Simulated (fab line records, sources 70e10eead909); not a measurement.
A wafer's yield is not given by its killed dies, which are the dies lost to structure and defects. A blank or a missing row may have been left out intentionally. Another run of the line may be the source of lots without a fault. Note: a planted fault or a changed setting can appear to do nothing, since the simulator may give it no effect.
Which tool is to blame? | flow nand harc | 36 wafers from 12 lots sampled at 4 of the route's 1302 steps

== WHAT THE GAUGES SHOWED, per wafer ==
No reading from a measuring or inspecting step in the record can be judged against a usual standard deviation.

== WHAT TOOL EACH LOT RAN ON (gives the tool, then ch and the chambers of the sampled wafers, and finally the start) ==
lot  | NHARC_A_CHANNEL_HOLE_D1_ETCH_23  | NHARC_A_CHANNEL_FILL_D1_ALD_02   | NHARC_A_CHANNEL_FILL_D1_ETCHBACK_20 | NHARC_A_CHANNEL_FILL_D1_STRIP_28
L920 | har etch-01 ch 0,1, day 8 18:14  | ald hk-02 ch 0,2,3, day 8 23:21  | rie diel-07 ch 0,3, day 9 23:34     | rie diel-07 ch 0,3, day 9 23:39
L921 | har etch-02 ch 0,1, day 8 18:59  | ald hk-04 ch 0,1,2, day 8 23:50  | rie diel-11 ch 1,2, day 9 23:34     | rie diel-11 ch 0,1, day 9 23:40
L923 | har etch-02 ch 0,1, day 10 01:58 | ald hk-04 ch 0,1,3, day 10 06:31 | rie diel-11 ch 1,2,3, day 11 05:23  | rie diel-11 ch 0,3, day 11 05:28
L927 | har etch-02 ch 0,1, day 11 12:56 | ald hk-01 ch 1,3, day 11 20:49   | rie diel-11 ch 0,1,2, day 12 22:36  | rie diel-11 ch 0,3, day 12 22:40
L928 | har etch-02 ch 0,1, day 11 21:09 | ald hk-02 ch 0,2, day 12 01:40   | rie diel-11 ch 0,1, day 13 01:47    | rie diel-11 ch 0,2, day 13 01:53
L930 | har etch-01 ch 0,1, day 12 11:46 | ald hk-02 ch 0,1,2, day 12 16:07 | rie diel-11 ch 0,1,3, day 13 16:10  | rie diel-11 ch 0,1,3, day 13 16:15
L938 | har etch-01 ch 0,1, day 15 22:52 | ald hk-04 ch 0,1, day 16 03:20   | rie diel-07 ch 1,2, day 17 03:30    | rie diel-07 ch 0,1,2, day 17 03:36
L939 | har etch-02 ch 0,1, day 16 14:29 | ald hk-01 ch 0,3, day 16 21:02   | rie diel-07 ch 0,3, day 18 00:17    | rie diel-07 ch 0,3, day 18 00:23
L940 | har etch-02 ch 0,1, day 17 14:29 | ald hk-02 ch 0,1,3, day 17 18:58 | rie diel-11 ch 0,1,3, day 18 21:46  | rie diel-11 ch 0,1,2, day 18 21:52
L942 | har etch-02 ch 0,1, day 17 18:58 | ald hk-01 ch 2,3, day 17 23:12   | rie diel-07 ch 0,1,2, day 18 21:46  | rie diel-07 ch 0,2,3, day 18 21:52
L941 | har etch-01 ch 0,1, day 17 21:11 | ald hk-04 ch 0,1,2, day 18 04:18 | rie diel-07 ch 0,2,3, day 19 04:32  | rie diel-07 ch 0,1,2, day 19 04:38
L943 | har etch-01 ch 0,1, day 18 13:14 | ald hk-04 ch 1,2, day 18 18:04   | rie diel-10 ch 0,1,3, day 19 18:10  | rie diel-10 ch 1,3, day 19 18:17
- NHARC_A_CHANNEL_HOLE_D1_ETCH_23: etches the open film in C4F8/O2/Ar, time 819 s, target depth 1600 nm.
- NHARC_A_CHANNEL_FILL_D1_ALD_02: deposits SiO2, target thk 6 nm, pulse time 10 s, ald cycles 60.
- NHARC_A_CHANNEL_FILL_D1_ETCHBACK_20: etches the open film in C4F8/O2/Ar, target depth 27 nm, time 13.5 s.
- NHARC_A_CHANNEL_FILL_D1_STRIP_28: strips in O2, time 20 s.

== AS READ BY THE TOOLS THEMSELVES (means over the sampled wafers that have a number; for cases with no such wafer, the mark the record gives instead) ==
NHARC_A_CHANNEL_HOLE_D1_ETCH_23. Usual: drypump motor current A 5.9 A, standard deviation 0.65; oes air line au 0.998 a.u., standard deviation 0.018; showerhead plenum p Torr 3.55 Torr, standard deviation 0.13; throttle valve pct 32.155 %, standard deviation 0.009.
lot  | tool        | drypump motor current A (A) | oes air line au (a.u.) | showerhead plenum p Torr (Torr) | throttle valve pct (%) | flag
L920 | har etch-01 | 5.7                         | 0.997                  | 3.54                            | 32.149                 |
L921 | har etch-02 | 5.6                         | 0.995                  | 3.58                            | 32.154                 |
L923 | har etch-02 | 6.1                         | 1.006                  | 3.52                            | 32.165                 |
L927 | har etch-02 | 5.6                         | 0.989                  | 3.56                            | 32.158                 |
L928 | har etch-02 | 6.1                         | 0.992                  | 3.50                            | 32.153                 |
L930 | har etch-01 | 6.0                         | 0.997                  | 3.54                            | 32.155                 |
L938 | har etch-01 | 6.0                         | 0.992                  | 3.51                            | 32.161                 |
L939 | har etch-02 | 5.6                         | 0.987                  | 3.52                            | 32.160                 |
L940 | har etch-02 | 5.6                         | 1.017                  | 3.93                            | 32.157                 |
L942 | har etch-02 | 6.1                         | 0.981                  | 3.93                            | 32.154                 |
L941 | har etch-01 | 6.0                         | 0.996                  | 3.50                            | 32.155                 |
L943 | har etch-01 | 6.0                         | 0.983                  | 3.49                            | 32.150                 |

NHARC_A_CHANNEL_FILL_D1_ALD_02. Usual: heater power w 486 W, standard deviation 34; precursor pulse height rel 1.000, standard deviation 0.021.
lot  | tool      | heater power w (W) | precursor pulse height rel | flag
L920 | ald hk-02 | 473                | 1.004                      |
L921 | ald hk-04 | 507                | 0.989                      |
L923 | ald hk-04 | 487                | 0.979                      |
L927 | ald hk-01 | 517                | 0.996                      |
L928 | ald hk-02 | 445                | 0.982                      |
L930 | ald hk-02 | 487                | 1.001                      |
L938 | ald hk-04 | 505                | 0.983                      |
L939 | ald hk-01 | 477                | 1.016                      |
L940 | ald hk-02 | 499                | 0.979                      |
L942 | ald hk-01 | 465                | 1.000                      |
L941 | ald hk-04 | 510                | 1.005                      |
L943 | ald hk-04 | 516                | 0.999                      |

NHARC_A_CHANNEL_FILL_D1_ETCHBACK_20. Usual: oes product au 0.96 a.u., standard deviation 0.037; rf vpp V 980 V, standard deviation 5.3.
lot  | tool        | oes product au (a.u.) | rf vpp V (V) | flag
L920 | rie diel-07 | 1.00                  | 978          |
L921 | rie diel-11 | 0.93                  | 974          |
L923 | rie diel-11 | 0.92                  | 977          |
L927 | rie diel-11 | 0.99                  | 979          |
L928 | rie diel-11 | 0.92                  | 983          |
L930 | rie diel-11 | 0.99                  | 981          |
L938 | rie diel-07 | 0.91                  | 984          |
L939 | rie diel-07 | 0.93                  | 978          |
L940 | rie diel-11 | 0.92                  | 981          |
L942 | rie diel-07 | 0.97                  | 982          |
L941 | rie diel-07 | 0.94                  | 980          |
L943 | rie diel-10 | 1.00                  | 979          |

NHARC_A_CHANNEL_FILL_D1_STRIP_28. Usual: drypump motor current A 5.7 A, standard deviation 0.35; oes product au 0.994 a.u., standard deviation 0.0081; rf vpp V 57.9 V, standard deviation 0.65; showerhead plenum p Torr 3.58 Torr, standard deviation 0.13; throttle valve pct 17.036 %, standard deviation 0.0093.
lot  | tool        | drypump motor current A (A) | oes product au (a.u.) | rf vpp V (V) | showerhead plenum p Torr (Torr) | throttle valve pct (%) | flag
L920 | rie diel-07 | 6.2                         | 0.994                 | 58.1         | 3.53                            | 17.040                 |
L921 | rie diel-11 | 5.7                         | 0.998                 | 58.1         | 3.71                            | 17.033                 |
L923 | rie diel-11 | 5.9                         | 0.992                 | 57.6         | 3.65                            | 17.024                 |
L927 | rie diel-11 | 5.9                         | 0.992                 | 57.1         | 3.65                            | 17.034                 |
L928 | rie diel-11 | 6.0                         | 0.986                 | 57.9         | 3.48                            | 17.031                 |
L930 | rie diel-11 | 5.8                         | 0.995                 | 58.0         | 3.60                            | 17.039                 |
L938 | rie diel-07 | 5.8                         | 0.993                 | 58.3         | 3.63                            | 17.035                 |
L939 | rie diel-07 | 6.1                         | 0.995                 | 58.2         | 3.51                            | 17.048                 |
L940 | rie diel-11 | 5.8                         | 0.994                 | 57.5         | 3.56                            | 17.035                 |
L942 | rie diel-07 | 5.9                         | 0.988                 | 57.8         | 3.56                            | 17.038                 |
L941 | rie diel-07 | 5.8                         | 0.987                 | 58.3         | 3.63                            | 17.035                 |
L943 | rie diel-10 | 5.4                         | 1.006                 | 57.9         | 3.67                            | 17.036                 |

== THE ANSWER, worked out from the rows above alone ==
Rule: lot off if the mean of its wafers having a number is beyond 3 standard deviations from the usual mean. Also off: a lot with no number at a reading for which 4 or more lots have one. All remaining lots with rows at the step are treated as sound. After the gauges, taken in route order, come the tools' own readings; for these a lot's mean is taken, as printed above. The first step at which some lot is off is used, and at that step the reading that is off furthest; a lot without a number counts as furthest.
No lot is off on any of the readings shown, so nothing can be concluded from this.

== WHAT THE SIMULATOR PUT IN ==
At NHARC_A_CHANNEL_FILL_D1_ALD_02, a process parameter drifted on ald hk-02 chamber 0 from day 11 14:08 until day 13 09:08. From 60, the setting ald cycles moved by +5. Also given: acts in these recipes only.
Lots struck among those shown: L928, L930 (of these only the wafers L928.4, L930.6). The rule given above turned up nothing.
